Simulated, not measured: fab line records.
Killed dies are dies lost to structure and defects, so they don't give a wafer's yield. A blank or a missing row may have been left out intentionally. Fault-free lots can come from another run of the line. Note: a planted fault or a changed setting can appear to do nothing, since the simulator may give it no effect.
Chamber matching ; flow nand harc ; pecvd-04 running NHARC_P_M0_DEP_32: 3 sister chambers
The step deposits SiCN, target thk 30 nm. 6 wafers are shown with their chamber, then 7 later ones without.

== WAFERS, EACH WITH ITS CHAMBER ==
wafer;chamber;heater power w (W);rf fwd power W (W)
L084.6;2;654;448.9
L090.1;1;465;449.9
L090.4;1;465;449.1
L090.6;0;503;448.9
L089.1;2;592;449.3
L089.3;0;542;447.2

== WAFERS WHOSE CHAMBER IS MISSING ==
wafer;heater power w (W);rf fwd power W (W)
L089.6;369;449.2
L095.3;627;450.2
L095.4;449;450.2
L095.5;497;448.8
L096.1;535;447.9
L096.2;562;449.9
L096.6;526;447.6

== WHICH CHAMBER EACH WENT THROUGH ==
wafer;from the rows above;in truth
L089.6;1;1
L095.3;2;2
L095.4;1;1
L095.5;can't be placed: 0 or 1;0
L096.1;0;0
L096.2;can't be placed: 2 or 0 or 1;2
L096.6;0;0
Correctly placed: 5 of 7. Unplaceable from these rows: 2, with the true chamber sitting among the candidates in 2. Wrongly placed: 0.
How it was worked out, from the rows above alone: a wafer's distance from a chamber is the root of the sum, over the readings, of the square of ((its reading less the chamber's mean) divided by the reading's scatter). If the next closest chamber is less than 2 further off than the closest, the wafer can't be placed; otherwise it belongs to the closest. Each chamber's mean is taken over the wafers shown for it. The scatter: the root of (the sum of the squares of (reading less its chamber's mean) over the shown wafers, divided by (wafers less chambers)).
